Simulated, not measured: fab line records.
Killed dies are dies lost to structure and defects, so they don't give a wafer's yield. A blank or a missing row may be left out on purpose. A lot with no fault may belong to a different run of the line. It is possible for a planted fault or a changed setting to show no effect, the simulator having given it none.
Chamber matching    flow nand-harc    rie-diel-06 running NHARC_P_GATE_STRIP_108: 4 sister chambers
The step strips in O2. 20 wafers are shown with their chamber, then 10 later ones without.

== WAFERS PAIRED WITH THEIR CHAMBERS ==
wafer   chamber  drypump-motor-current-A (A)  oes-product-au (a.u.)  rf-vpp-V (V)
L074.3  3        5.5                          1.003                  56.7
L074.5  3        5.5                          1.006                  58.3
L074.6  0        5.5                          1.016                  58.4
L077.2  3        5.5                          0.993                  57.4
L077.5  3        5.5                          0.993                  57.8
L077.6  2        5.0                          1.003                  57.3
L080.1  1        6.5                          0.993                  57.5
L080.2  0        5.5                          1.011                  57.7
L080.3  2        5.0                          1.010                  59.3
L081.1  1        6.4                          1.010                  56.7
L081.3  3        5.5                          1.007                  58.2
L081.6  3        5.5                          0.996                  57.7
L082.2  3        5.5                          1.000                  56.1
L082.4  2        5.0                          1.003                  57.3
L082.6  1        6.4                          0.993                  58.2
L087.1  2        5.0                          0.997                  58.3
L087.2  1        6.4                          1.000                  57.8
L087.3  0        5.5                          1.009                  57.8
L088.1  1        6.4                          1.009                  56.8
L088.2  3        5.5                          1.005                  57.2

SIGNATURES (averages over the wafers above)
reading                  chamber 0  chamber 1  chamber 2  chamber 3  scatter within a chamber
drypump-motor-current-A  5.500      6.420      5.000      5.500      0.0224
oes-product-au           1.01200    1.00100    1.00325    1.00038    0.00621
rf-vpp-V                 57.967     57.400     58.050     57.425     0.734
Rule: distance of a wafer from a chamber = root of the sum over the readings of ((wafer's reading minus chamber's mean) / reading's scatter) squared. The wafer belongs to the nearest chamber; if the next one is less than 2 further off, it can't be placed. The scatter: the root of (the sum of the squares of (reading less its chamber's mean) over the shown wafers, divided by (wafers less chambers)).

== WAFERS MISSING THEIR CHAMBER ==
wafer   drypump-motor-current-A (A)  oes-product-au (a.u.)  rf-vpp-V (V)
L088.3  5.0                          1.011                  59.6
L091.1  5.5                          0.997                  56.1
L091.3  5.0                          1.012                  57.2
L091.5  5.5                          1.005                  57.2
L093.2  6.4                          0.987                  57.4
L093.3  5.5                          1.011                  57.9
L093.5  5.0                          0.996                  58.1
L096.2  5.5                          0.994                  56.9
L096.3  6.4                          0.998                  57.5
L096.6  5.5                          1.011                  56.0

== CHAMBER TAKEN BY EACH ==
wafer   from the rows above      in truth
L088.3  2                        2
L091.1  can't be placed: 3 or 0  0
L091.3  2                        2
L091.5  can't be placed: 3 or 0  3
L093.2  1                        1
L093.3  can't be placed: 0 or 3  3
L093.5  2                        2
L096.2  can't be placed: 3 or 0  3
L096.3  1                        1
L096.6  can't be placed: 3 or 0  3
Correct placement for 5 of the 10. Unplaceable from these rows: 5, with the true chamber sitting among the candidates in 5. Placed wrongly: 0.
